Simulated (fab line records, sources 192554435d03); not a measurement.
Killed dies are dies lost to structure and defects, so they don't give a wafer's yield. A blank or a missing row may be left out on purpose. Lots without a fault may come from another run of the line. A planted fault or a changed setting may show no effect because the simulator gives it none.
Chamber matching | flow n5_finfet | N5_BEOL_M10_PECVD_70 on pecvd-03: 3 sister chambers
The step deposits SiO2 from TEOS/O2, target thk 20 nm, time 22.7 s. 18 wafers are shown with their chamber, then 9 later ones without.

WAFERS WITH THEIR CHAMBER
wafer  | chamber | showerhead_plenum_p_Torr (Torr) | heater_power_w (W) | throttle_valve_pct (%)
L074.1 | 1       | 8.73                            | 779                | 21.1
L074.5 | 0       | 8.74                            | 632                | 21.7
L074.6 | 1       | 8.76                            | 770                | 21.3
L079.1 | 2       | 8.85                            | 968                | 21.3
L079.3 | 1       | 8.78                            | 819                | 21.3
L079.4 | 2       | 8.87                            | 979                | 21.6
L078.4 | 0       | 8.74                            | 733                | 21.8
L078.5 | 2       | 8.83                            | 1006               | 21.5
L078.6 | 1       | 8.75                            | 877                | 21.4
L081.2 | 2       | 8.86                            | 824                | 21.3
L081.3 | 0       | 8.75                            | 647                | 21.5
L081.5 | 2       | 8.84                            | 863                | 21.2
L082.2 | 2       | 8.86                            | 870                | 21.8
L082.3 | 0       | 8.75                            | 710                | 21.8
L082.6 | 1       | 8.76                            | 790                | 21.0
L084.1 | 2       | 8.86                            | 965                | 21.1
L084.4 | 2       | 8.85                            | 965                | 21.5
L084.6 | 0       | 8.75                            | 698                | 21.6

SIGNATURES (means of the wafers above)
reading                  | chamber 0 | chamber 1 | chamber 2 | scatter within a chamber
showerhead_plenum_p_Torr | 8.7460    | 8.7560    | 8.8525    | 0.0131
heater_power_w           | 684.00    | 807.00    | 930.00    | 55.5
throttle_valve_pct       | 21.680    | 21.220    | 21.413    | 0.191
Rule: a wafer's distance from a chamber is the root of the sum, over the readings, of the square of ((its reading less the chamber's mean) divided by the reading's scatter). The wafer belongs to the nearest chamber; if the next one is less than 2 further off, it can't be placed. The scatter: the root of (the sum of the squares of (reading less its chamber's mean) over the shown wafers, divided by (wafers less chambers)).

WAFERS WITHOUT THEIR CHAMBER
wafer  | showerhead_plenum_p_Torr (Torr) | heater_power_w (W) | throttle_valve_pct (%)
L088.1 | 8.87                            | 939                | 21.3
L088.3 | 8.77                            | 672                | 21.6
L088.5 | 8.75                            | 662                | 21.4
L089.2 | 8.76                            | 781                | 21.3
L089.3 | 8.74                            | 658                | 21.4
L089.6 | 8.74                            | 679                | 21.7
L097.1 | 8.76                            | 792                | 21.3
L097.4 | 8.77                            | 718                | 21.8
L097.5 | 8.83                            | 934                | 21.5

WHICH CHAMBER EACH WENT THROUGH
wafer  | from the rows above     | in truth
L088.1 | 2                       | 2
L088.3 | can't be placed: 0 or 1 | 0
L088.5 | can't be placed: 0 or 1 | 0
L089.2 | 1                       | 1
L089.3 | can't be placed: 0 or 1 | 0
L089.6 | 0                       | 0
L097.1 | 1                       | 1
L097.4 | can't be placed: 0 or 1 | 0
L097.5 | 2                       | 2
Placed correctly: 5 of 9. Can't be placed from these rows: 4 (the true chamber is among the candidates in 4). Placed wrongly: 0.
